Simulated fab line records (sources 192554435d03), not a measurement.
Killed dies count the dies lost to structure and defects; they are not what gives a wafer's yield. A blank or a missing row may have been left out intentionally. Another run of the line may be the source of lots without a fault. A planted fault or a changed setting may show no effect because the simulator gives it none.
fab line records -- flow n5_finfet
record lots=7, wafers=21
route steps=1938 shown BEOL_M0_CUTY@705 BEOL_M0@715 BEOL_M1@770 BEOL_M3@977 BEOL_M5@1130 BEOL_M6@1239
start_h: the number of hours between the record's first day and the start of the first shown wafer of the lot -- wait_h: hours since the lot's step before -- " same as the row above -- L1.1+2: several wafers, shown together as one row -- - no value present, or no start provided -- * or withheld: withheld -- < > ~ a bound
route shown NAME@n: a module of which the file shows steps, and the number in the route of the first -- usual: average and standard deviation across the fault-free wafers -- same: alike in all rows -- chamber/n: place in a boat -- sites: each site's reading -- _std_site: standard deviation across them -- _edge_site: inner sites' mean taken away from outer sites' mean -- radius_mm: how far each site lies from the wafer's centre -- mask NAME#n: copy n -- behind: the tool/chamber that last shaped the wafer -- hold: why the lot went on hold/how many hours it stayed there/how the hold came to an end -- device: the transistor (n, p or np) that didn't switch -- end of line: tests run on the same wafers once the route is complete -- a step with no rows: only its recipe -- killed: dies lost to structure and defects at the first sort, not the wafer's yield -- map: shows each die of a wafer: x if killed, . if not, _ if none is there
set.NAME: setting as actually run; set.NAME@STEP: the setting as run at that earlier step -- model.NAME: the simulator's own value behind a step, which no gauge read
lots with deliberately changed settings; one table per step, one row per wafer
## steps
# step N5_BEOL_M0_CUTY_EXPOSE_54
# recipe mask_id=M0_ABLK, na=1.35, source_shape=conventional, sigma_outer=0.8, polarization=unpolarized, dose_mj=36
lot.wafer,tool,chamber,start_h,wait_h,mask,set.dose_mj
L075.1,arfi_scanner-01,0,120.63,-,M0_ABLK#0,34.34
L075.2+5,arfi_scanner-01,0,120.63,-,M0_ABLK#0,36
L082.1+2+4,arfi_scanner-03,0,158.86,-,M0_ABLK#0,36
L087.3+5+6,arfi_scanner-02,0,190.77,-,M0_ABLK#0,36
L090.4+5,arfi_scanner-01,0,207.44,-,M0_ABLK#0,34.45
L090.6,arfi_scanner-01,0,207.44,-,M0_ABLK#0,36
L091.3+4+5,arfi_scanner-01,0,211.43,-,M0_ABLK#0,36
L092.1,arfi_scanner-01,0,217.95,-,M0_ABLK#0,36
L092.4+5,arfi_scanner-01,0,217.95,-,M0_ABLK#0,33.61
L097.3+4,arfi_scanner-02,0,251.70,-,M0_ABLK#0,34.06
L097.5,arfi_scanner-02,0,251.70,-,M0_ABLK#0,36
# step N5_BEOL_M0_CUTY_PEB_55
# recipe peb_temp_c=110, peb_time_s=60, resist=CAR-ArF-block
# step N5_BEOL_M0_CUTY_DEVELOP_56
# recipe develop_time_s=30, developer=TMAH, resist=CAR-ArF-block, rinse_liquid=diw, dry=air_spin, dev_temp_c=23
# step N5_BEOL_M0_CUTY_CD_MEAS_57
# recipe target_cd_nm=200, landing_energy_ev=500, detector=se_inlens, polarity=line
# usual cd_nm=199.5/1.1
lot.wafer,tool,chamber,start_h,wait_h,set.dose_mj@BEOL_M0_CUTY_EXPOSE_54,cd_nm
L075.1,cd_sem-03,0,120.76,-,34.34,202.9
L075.2,cd_sem-03,0,120.76,-,36,200.6
L075.5,cd_sem-03,0,120.76,-,36,197.4
L082.1,cd_sem-02,0,158.98,-,36,200.8
L082.2,cd_sem-02,0,158.98,-,36,200.4
L082.4,cd_sem-02,0,158.98,-,36,199.5
L087.3,cd_sem-01,0,190.88,-,36,201.3
L087.5,cd_sem-01,0,190.88,-,36,198.5
L087.6,cd_sem-01,0,190.88,-,36,199.7
L090.4,cd_sem-01,0,207.55,-,34.45,201.5
L090.5,cd_sem-01,0,207.55,-,34.45,200.9
L090.6,cd_sem-01,0,207.55,-,36,198.2
L091.3,cd_sem-01,0,211.54,-,36,201.1
L091.4,cd_sem-01,0,211.54,-,36,199.3
L091.5,cd_sem-01,0,211.54,-,36,198.7
L092.1,cd_sem-01,0,218.07,-,36,197.5
L092.4,cd_sem-01,0,218.07,-,33.61,203.4
L092.5,cd_sem-01,0,218.07,-,33.61,202.4
L097.3,cd_sem-02,0,251.81,-,34.06,202.3
L097.4,cd_sem-02,0,251.81,-,34.06,201.5
L097.5,cd_sem-02,0,251.81,-,36,198.6
# step N5_BEOL_M0_CUTY_DESCUM_61
# recipe chemistry=O2, time_s=7.9, source_power_w=50, bias_power_w=20, pressure_mtorr=20, rf_frequency_hz=2.712e+07, temp_c=40, resist=CAR-ArF-block, o2_flow_sccm=225
# step N5_BEOL_M0_CUTY_ETCH_62
# recipe chemistry=CF4, target=SiARC, mask_material=CAR-ArF-block, time_s=58.5, ion_energy_ev=80, pressure_mtorr=40, source_w=545, bias_w=36, Ar_flow_sccm=100, cf4_flow_sccm=100, ends=cleared
# step N5_BEOL_M0_CUTY_ETCH_63
# recipe chemistry=N2/H2, target=SOC, target_depth_a=827, overetch_a=165, mask_material=SiARC, temp_c=40, ion_energy_ev=200, time_s=124, pressure_mtorr=30, source_w=840, bias_w=150, n2_flow_sccm=200, h2_flow_sccm=200
lot.wafer,tool,chamber,start_h,wait_h,set.spin_rpm@BEOL_M0_SAQP_COAT_69,model.etch.depth_nm
L075.1,rie_diel-05,1,120.93,0.0,1585,67.67
L075.2,rie_diel-05,0,120.93,0.0,1500,71.18
L075.5,rie_diel-05,3,120.93,0.0,1500,70.44
L082.1,rie_diel-05,2,159.48,0.0,1500,70.84
L082.2,rie_diel-05,1,159.48,0.0,1500,71.1
L082.4,rie_diel-05,0,159.48,0.0,1500,70.59
L087.3,rie_diel-01,2,191.05,0.0,1336,76.68
L087.5,rie_diel-01,2,191.05,0.0,1336,76.33
L087.6,rie_diel-01,1,191.05,0.0,1336,75.97
L090.4,rie_diel-01,2,207.71,0.0,1500,70.89
L090.5,rie_diel-01,1,207.71,0.0,1500,70.72
L090.6,rie_diel-01,0,207.71,0.0,1500,70.36
L091.3,rie_diel-01,0,211.75,0.0,1500,70.41
L091.4,rie_diel-01,2,211.75,0.0,1500,70.74
L091.5,rie_diel-01,0,211.75,0.0,1500,70.58
L092.1,rie_diel-05,3,218.36,0.0,1500,71.22
L092.4,rie_diel-05,0,218.36,0.0,1500,70.76
L092.5,rie_diel-05,3,218.36,0.0,1500,70.68
L097.3,rie_diel-04,3,251.98,0.0,1353,75.64
L097.4,rie_diel-04,3,251.98,0.0,1500,70.41
L097.5,rie_diel-04,1,251.98,0.0,1353,75.42
# step N5_BEOL_M0_ETCH_138
# recipe chemistry=CH3F/O2, target_depth_a=120, target=SiCN, time_s=31.6, ion_energy_ev=120, pressure_mtorr=30, source_w=395, bias_w=75, Ar_flow_sccm=150, CH3F_flow_sccm=30, O2_flow_sccm=20, ends=cleared
# usual rf_vpp_V=297.0/1.2
lot.wafer,tool,chamber,start_h,wait_h,set.source_w,rf_vpp_V
L075.1,rie_diel-05,1,121.05,0.0,395,295.8
L075.2,rie_diel-05,0,121.05,0.0,395,296.8
L075.5,rie_diel-05,3,121.05,0.0,395,296.8
L082.1,rie_diel-05,2,159.60,0.0,395,297.4
L082.2,rie_diel-05,1,159.60,0.0,395,296.5
L082.4,rie_diel-05,0,159.60,0.0,395,297.8
L087.3,rie_diel-01,2,191.17,0.0,395,299.7
L087.5,rie_diel-01,2,191.17,0.0,395,299.6
L087.6,rie_diel-01,1,191.17,0.0,412.8,292.4
L090.4,rie_diel-01,2,207.84,0.0,460.7,286.0
L090.5,rie_diel-01,1,207.84,0.0,395,298.0
L090.6,rie_diel-01,0,207.84,0.0,395,297.6
L091.3,rie_diel-01,0,211.88,0.0,395,296.8
L091.4,rie_diel-01,2,211.88,0.0,395,299.3
L091.5,rie_diel-01,0,211.88,0.0,395,299.2
L092.1,rie_diel-05,3,218.48,0.0,339,312.3
L092.4,rie_diel-05,0,218.48,0.0,339,311.2
L092.5,rie_diel-05,3,218.48,0.0,395,296.3
L097.3,rie_diel-04,3,252.10,0.0,417.8,291.4
L097.4,rie_diel-04,3,252.10,0.0,417.8,292.0
L097.5,rie_diel-04,1,252.10,0.0,395,300.5
# step N5_BEOL_M1_ETCH_64
# recipe chemistry=N2/H2, target=SOC, target_depth_a=750, overetch_a=150, mask_material=SiARC, temp_c=40, time_s=112.5, ion_energy_ev=200, pressure_mtorr=30, source_w=840, bias_w=150, n2_flow_sccm=200, h2_flow_sccm=200
# usual rf_vpp_V=523/3.2
lot.wafer,tool,chamber,start_h,wait_h,set.source_w,rf_vpp_V
L075.1,rie_diel-03,1,129.65,0.0,840,527
L075.2,rie_diel-03,3,129.65,0.0,840,521
L075.5,rie_diel-03,3,129.65,0.0,840,520
L082.1,rie_diel-02,2,165.76,0.0,840,521
L082.2,rie_diel-02,0,165.76,0.0,840,518
L082.4,rie_diel-02,1,165.76,0.0,840,523
L087.3,rie_diel-06,0,197.26,0.0,734.6,542
L087.5,rie_diel-06,2,197.26,0.0,734.6,547
L087.6,rie_diel-06,1,197.26,0.0,840,528
L090.4,rie_diel-06,3,216.18,0.0,840,524
L090.5,rie_diel-06,2,216.18,0.0,882.1,515
L090.6,rie_diel-06,3,216.18,0.0,840,524
L091.3,rie_diel-06,3,221.53,0.0,840,524
L091.4,rie_diel-06,2,221.53,0.0,840,523
L091.5,rie_diel-06,1,221.53,0.0,896.5,516
L092.1,rie_diel-03,3,227.64,0.0,968.7,495
L092.4,rie_diel-03,3,227.64,0.0,968.7,497
L092.5,rie_diel-03,2,227.64,0.0,840,523
L097.3,rie_diel-03,0,263.23,0.0,840,527
L097.4,rie_diel-03,0,263.23,0.0,946.6,504
L097.5,rie_diel-03,2,263.23,0.0,840,522
# step N5_BEOL_M3_VIA_ETCH_34
# recipe chemistry=C4F6/O2, target_depth_a=694, mask_material=SOC, pressure_mtorr=15, ion_energy_ev=250, taper_deg=4, time_s=65.9, source_w=350, bias_w=170, Ar_flow_sccm=300, C4F6_flow_sccm=10, O2_flow_sccm=10
lot.wafer,tool,chamber,start_h,wait_h,set.time_s,model.etch.depth_nm,model.SOC_of_BEOL_M3_COAT_67.thk_nm
L075.1,rie_diel-03,0,155.00,0.0,74.42,76.27,51
L075.2,rie_diel-03,2,155.00,0.0,65.9,68.66,52
L075.5,rie_diel-03,0,155.00,0.0,74.42,76.16,51
L082.1,rie_diel-02,0,192.42,0.0,65.9,68.68,51.8
L082.2,rie_diel-02,1,192.42,0.0,65.9,67.83,52
L082.4,rie_diel-02,3,192.42,0.0,65.9,68.27,51.8
L087.3,rie_diel-03,3,227.29,0.0,52.9,53.66,53.8
L087.5,rie_diel-03,1,227.29,0.0,65.9,69.05,52.4
L087.6,rie_diel-03,3,227.29,0.0,65.9,67.24,52.2
L090.4,rie_diel-06,3,246.40,0.0,65.9,70.62,52
L090.5,rie_diel-06,1,246.40,0.0,65.9,70.47,52
L090.6,rie_diel-06,2,246.40,0.0,58.92,59.61,53.4
L091.3,rie_diel-06,1,250.12,0.0,65.9,69.19,51.8
L091.4,rie_diel-06,3,250.12,0.0,58.05,61.44,52.6
L091.5,rie_diel-06,0,250.12,0.0,58.05,60.16,53
L092.1,rie_diel-03,2,258.78,0.0,65.9,68.27,51.4
L092.4,rie_diel-03,1,258.78,0.0,65.9,67.9,52.2
L092.5,rie_diel-03,0,258.78,0.0,65.9,66.83,51.8
L097.3,rie_diel-02,2,294.71,0.0,65.9,68.68,52.6
L097.4,rie_diel-02,1,294.71,0.0,65.9,67.6,52.6
L097.5,rie_diel-02,2,294.71,0.0,65.9,68.2,52.4
# step N5_BEOL_M3_ETCH_41
# recipe chemistry=CH3F/O2, target=SiCN, target_depth_a=299, taper_deg=2, time_s=52.5, ion_energy_ev=120, mask_material=TiN, pressure_mtorr=30, source_w=395, bias_w=75, Ar_flow_sccm=150, CH3F_flow_sccm=30, O2_flow_sccm=20
lot.wafer,tool,chamber,start_h,wait_h,set.target_depth_a,model.etch.depth_nm
L075.1,rie_diel-03,0,-,-,328.8,20.99
L075.2,rie_diel-03,2,-,-,328.8,21.48
L075.5,rie_diel-03,0,-,-,299,18.87
L082.1,rie_diel-02,0,-,-,299,19.39
L082.2,rie_diel-02,1,-,-,299,19.33
L082.4,rie_diel-02,3,-,-,299,19.54
L087.3,rie_diel-03,3,-,-,331.2,21.13
L087.5,rie_diel-03,1,-,-,299,19.55
L087.6,rie_diel-03,3,-,-,299,19.3
L090.4,rie_diel-06,3,-,-,299,20.29
L090.5,rie_diel-06,1,-,-,299,20.05
L090.6,rie_diel-06,2,-,-,299,19.28
L091.3,rie_diel-06,1,-,-,299,19.95
L091.4,rie_diel-06,3,-,-,268.2,17.93
L091.5,rie_diel-06,0,-,-,299,19.58
L092.1,rie_diel-03,2,-,-,299,20.01
L092.4,rie_diel-03,1,-,-,299,19.6
L092.5,rie_diel-03,0,-,-,280.3,18.11
L097.3,rie_diel-02,2,-,-,299,19.56
L097.4,rie_diel-02,1,-,-,283.3,18.38
L097.5,rie_diel-02,2,-,-,283.3,18.53
# step N5_BEOL_M5_ETCH_72
# recipe chemistry=N2/H2, target=underlayer, target_depth_a=65, mask_material=CAR-EUV, time_s=5.2, ion_energy_ev=200, pressure_mtorr=30, source_w=840, bias_w=150, n2_flow_sccm=200, h2_flow_sccm=200, ends=cleared
# usual etch_rf_on_time_s=5.30/0.16, rf_vpp_V=523/3.4
lot.wafer,tool,chamber,start_h,wait_h,set.bias_w,etch_rf_on_time_s,rf_vpp_V
L075.1,rie_diel-02,0,172.31,0.0,150,5.38,516
L075.2,rie_diel-02,2,172.31,0.0,150,5.30,523
L075.5,rie_diel-02,2,172.31,0.0,136.4,5.57,491
L082.1,rie_diel-02,3,215.15,0.0,150,5.52,526
L082.2,rie_diel-02,1,215.15,0.0,150,5.43,525
L082.4,rie_diel-02,0,215.15,0.0,150,5.37,519
L087.3,rie_diel-06,3,248.46,0.0,162.8,4.91,555
L087.5,rie_diel-06,0,248.46,0.0,150,5.26,520
L087.6,rie_diel-06,3,248.46,0.0,162.8,4.95,552
L090.4,rie_diel-02,0,265.97,0.0,150,5.26,516
L090.5,rie_diel-02,3,265.97,0.0,127,6.06,470
L090.6,rie_diel-02,0,265.97,0.0,127,5.76,466
L091.3,rie_diel-06,3,269.75,0.0,167,4.77,561
L091.4,rie_diel-06,0,269.75,0.0,167,4.92,557
L091.5,rie_diel-06,1,269.75,0.0,150,4.95,527
L092.1,rie_diel-02,2,283.72,0.0,150,5.29,520
L092.4,rie_diel-02,0,283.72,0.0,150,5.31,519
L092.5,rie_diel-02,1,283.72,0.0,150,5.40,522
L097.3,rie_diel-03,0,314.00,0.0,150,5.33,527
L097.4,rie_diel-03,3,314.00,0.0,150,5.33,528
L097.5,rie_diel-03,3,314.00,0.0,176.7,4.93,587
# step N5_BEOL_M5_COAT_74
# recipe resist=underlayer, temp_c=205, time_s=60, spin_rpm=1500, resist_thk_nm=5
lot.wafer,tool,chamber,start_h,wait_h,set.spin_rpm
L075.1+2+5,litho_track-01,0,-,-,1500
L082.1+2+4,litho_track-01,0,-,-,1500
L087.3+5+6,litho_track-05,0,-,-,1500
L090.4+5+6,litho_track-01,0,-,-,1500
L091.3,litho_track-03,0,-,-,1436
L091.4+5,litho_track-03,0,-,-,1500
L092.1+5,litho_track-05,0,-,-,1500
L092.4,litho_track-05,0,-,-,1356
L097.3+4,litho_track-01,0,-,-,1500
L097.5,litho_track-01,0,-,-,1574
# step N5_BEOL_M5_COAT_22
# recipe resist=CAR-EUV, spin_rpm=1500, resist_thk_nm=30
# step N5_BEOL_M5_EBR_24
# recipe solvent=PGMEA, ebr_width_mm=1.5
# step N5_BEOL_M5_DESCUM_33
# recipe chemistry=O2, time_s=7, source_power_w=50, bias_power_w=20, pressure_mtorr=20, rf_frequency_hz=2.712e+07, temp_c=40, resist=CAR-EUV, o2_flow_sccm=225
# step N5_BEOL_M5_ETCH_75
# recipe chemistry=N2/H2, target=underlayer, target_depth_a=65, mask_material=CAR-EUV, time_s=5.2, ion_energy_ev=200, pressure_mtorr=30, source_w=840, bias_w=150, n2_flow_sccm=200, h2_flow_sccm=200, ends=cleared
lot.wafer,tool,chamber,start_h,wait_h,set.spin_rpm@BEOL_M5_COAT_74,model.etch.depth_nm
L075.1,rie_diel-02,2,173.31,0.0,1500,4.992
L075.2,rie_diel-02,0,173.31,0.0,1500,5.001
L075.5,rie_diel-02,0,173.31,0.0,1500,5.005
L082.1,rie_diel-02,2,216.91,0.0,1500,5.002
L082.2,rie_diel-02,1,216.91,0.0,1500,4.992
L082.4,rie_diel-02,0,216.91,0.0,1500,5.003
L087.3,rie_diel-03,3,249.41,0.0,1500,4.981
L087.5,rie_diel-03,3,249.41,0.0,1500,4.976
L087.6,rie_diel-03,1,249.41,0.0,1500,4.988
L090.4,rie_diel-02,2,268.57,0.0,1500,4.988
L090.5,rie_diel-02,1,268.57,0.0,1500,4.982
L090.6,rie_diel-02,0,268.57,0.0,1500,4.987
L091.3,rie_diel-02,3,270.62,0.0,1436,5.127
L091.4,rie_diel-02,0,270.62,0.0,1500,5.007
L091.5,rie_diel-02,1,270.62,0.0,1500,5.013
L092.1,rie_diel-03,0,285.08,0.0,1500,5.003
L092.4,rie_diel-03,3,285.08,0.0,1356,5.26
L092.5,rie_diel-03,3,285.08,0.0,1500,4.972
L097.3,rie_diel-06,0,315.09,0.0,1500,5.008
L097.4,rie_diel-06,2,315.09,0.0,1500,5.011
L097.5,rie_diel-06,0,315.09,0.0,1574,4.883
# step N5_BEOL_M6_TRENCH_ETCH_37
# recipe chemistry=C4F6/O2, target_depth_a=944.35, target=SiCOH_lowk, time_s=31.5, ion_energy_ev=250, pressure_mtorr=30, source_w=345, bias_w=185, Ar_flow_sccm=300, C4F6_flow_sccm=10, O2_flow_sccm=10
lot.wafer,tool,chamber,start_h,wait_h,set.time_s,model.etch.depth_nm,model.BEOL_M6.feature_depth_nm
L075.1,rie_diel-05,1,-,-,31.5,96.08,96
L075.2,rie_diel-05,2,-,-,31.5,89.04,89
L075.5,rie_diel-05,2,-,-,37.02,105.5,105.6
L082.1,rie_diel-01,1,-,-,31.5,90.03,90
L082.2,rie_diel-01,0,-,-,31.5,92.73,92.8
L082.4,rie_diel-01,3,-,-,31.5,93.93,94
L087.3,rie_diel-04,0,-,-,28.56,83.28,83.2
L087.5,rie_diel-04,1,-,-,28.56,85.88,85.8
L087.6,rie_diel-04,0,-,-,31.5,91.51,91.6
L090.4,rie_diel-04,1,-,-,31.5,95,95
L090.5,rie_diel-04,2,-,-,31.5,95.85,95.8
L090.6,rie_diel-04,1,-,-,27.39,83.51,83.6
L091.3,rie_diel-01,0,-,-,31.5,93.05,93
L091.4,rie_diel-01,0,-,-,31.5,93.1,93
L091.5,rie_diel-01,3,-,-,34.5,102.3,102.4
L092.1,rie_diel-01,1,-,-,31.5,98.76,98.8
L092.4,rie_diel-01,0,-,-,35.17,103.9,104
L092.5,rie_diel-01,2,-,-,31.5,93.53,93.6
L097.3,rie_diel-04,0,-,-,24.96,72.2,72.2
L097.4,rie_diel-04,1,-,-,31.5,93.84,93.8
L097.5,rie_diel-04,2,-,-,31.5,95.77,95.8
# step N5_BEOL_M6_ETCH_41
# recipe chemistry=CH3F/O2, target=SiCN, target_depth_a=297, taper_deg=2, time_s=52, ion_energy_ev=120, mask_material=TiN, pressure_mtorr=30, source_w=395, bias_w=75, Ar_flow_sccm=150, CH3F_flow_sccm=30, O2_flow_sccm=20
# step N5_BEOL_M6_STRIP_80
# recipe chemistry=N2/H2, time_s=10, power_w=450, temp_c=40, pressure_mtorr=20, rf_frequency_hz=6e+07, bias_power_w=7, n2_flow_sccm=200, h2_flow_sccm=200
# step N5_BEOL_M6_OCD_MEAS_38
# usual trench_depth_nm=94.0/2.3
lot.wafer,tool,chamber,start_h,wait_h,set.time_s@BEOL_M6_TRENCH_ETCH_37,trench_depth_nm
L075.1,ocd-01,-,185.99,-,31.5,96.4
L075.2,ocd-01,-,185.99,-,31.5,88.8
L075.5,ocd-01,-,185.99,-,37.02,105.4
L082.1,ocd-01,-,235.01,-,31.5,90.2
L082.2,ocd-01,-,235.01,-,31.5,92.5
L082.4,ocd-01,-,235.01,-,31.5,94.0
L087.3,ocd-02,-,262.83,-,28.56,83.6
L087.5,ocd-02,-,262.83,-,28.56,85.7
L087.6,ocd-02,-,262.83,-,31.5,91.9
L090.4,ocd-01,-,280.28,-,31.5,94.8
L090.5,ocd-01,-,280.28,-,31.5,96.1
L090.6,ocd-01,-,280.28,-,27.39,83.2
L091.3,ocd-01,-,281.72,-,31.5,93.6
L091.4,ocd-01,-,281.72,-,31.5,92.7
L091.5,ocd-01,-,281.72,-,34.5,102.0
L092.1,ocd-02,-,297.58,-,31.5,98.8
L092.4,ocd-02,-,297.58,-,35.17,103.4
L092.5,ocd-02,-,297.58,-,31.5,93.4
L097.3,ocd-02,-,326.80,-,24.96,72.1
L097.4,ocd-02,-,326.80,-,31.5,94.3
L097.5,ocd-02,-,326.80,-,31.5,95.3
## key
split step=N5_BEOL_M0_CUTY_EXPOSE_54, setting=dose_mj, stated=36, by=wafer
response step=N5_BEOL_M0_CUTY_CD_MEAS_57, reading=cd_nm, change=-0.748, per=1%, r=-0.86
split step=N5_BEOL_M0_ETCH_138, setting=source_w, stated=395, by=wafer
response step=N5_BEOL_M0_ETCH_138, reading=rf_vpp_V, change=-0.937, per=1%, r=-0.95
split step=N5_BEOL_M1_ETCH_64, setting=source_w, stated=840, by=wafer
response step=N5_BEOL_M1_ETCH_64, reading=rf_vpp_V, change=-1.56, per=1%, r=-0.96
split step=N5_BEOL_M3_VIA_ETCH_34, setting=time_s, stated=65.9, by=wafer
response step=N5_BEOL_M3_VIA_ETCH_34, reading=model.etch.depth_nm, change=+0.739, per=1%, r=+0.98
response step=N5_BEOL_M3_VIA_ETCH_34, reading=model.SOC_of_BEOL_M3_COAT_67.thk_nm, change=-0.0855, per=1%, r=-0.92
split step=N5_BEOL_M3_ETCH_41, setting=target_depth_a, stated=299, by=wafer
response step=N5_BEOL_M3_ETCH_41, reading=model.etch.depth_nm, change=+0.199, per=1%, r=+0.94
split step=N5_BEOL_M5_ETCH_72, setting=bias_w, stated=150, by=wafer
response step=N5_BEOL_M5_ETCH_72, reading=etch_rf_on_time_s, change=*, per=1%, r=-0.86
response step=N5_BEOL_M5_ETCH_72, reading=rf_vpp_V, change=+3.24, per=1%, r=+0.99
split step=N5_BEOL_M5_COAT_74, setting=spin_rpm, stated=1500, by=wafer
response step=N5_BEOL_M5_ETCH_75, reading=model.etch.depth_nm, change=-0.0277, per=1%, r=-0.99
split step=N5_BEOL_M6_TRENCH_ETCH_37, setting=time_s, stated=31.5, by=wafer
response step=N5_BEOL_M6_TRENCH_ETCH_37, reading=model.etch.depth_nm, change=+0.897, per=1%, r=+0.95
response step=N5_BEOL_M6_TRENCH_ETCH_37, reading=model.BEOL_M6.feature_depth_nm, change=+0.9, per=1%, r=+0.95
response step=N5_BEOL_M6_OCD_MEAS_38, reading=trench_depth_nm, change=+0.895, per=1%, r=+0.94
split outside_this_file step=N5_BEOL_M0_SAQP_COAT_69 setting=spin_rpm
# split outside_this_file: this setting was split too, and the file shows its column; the key of that split is in another file
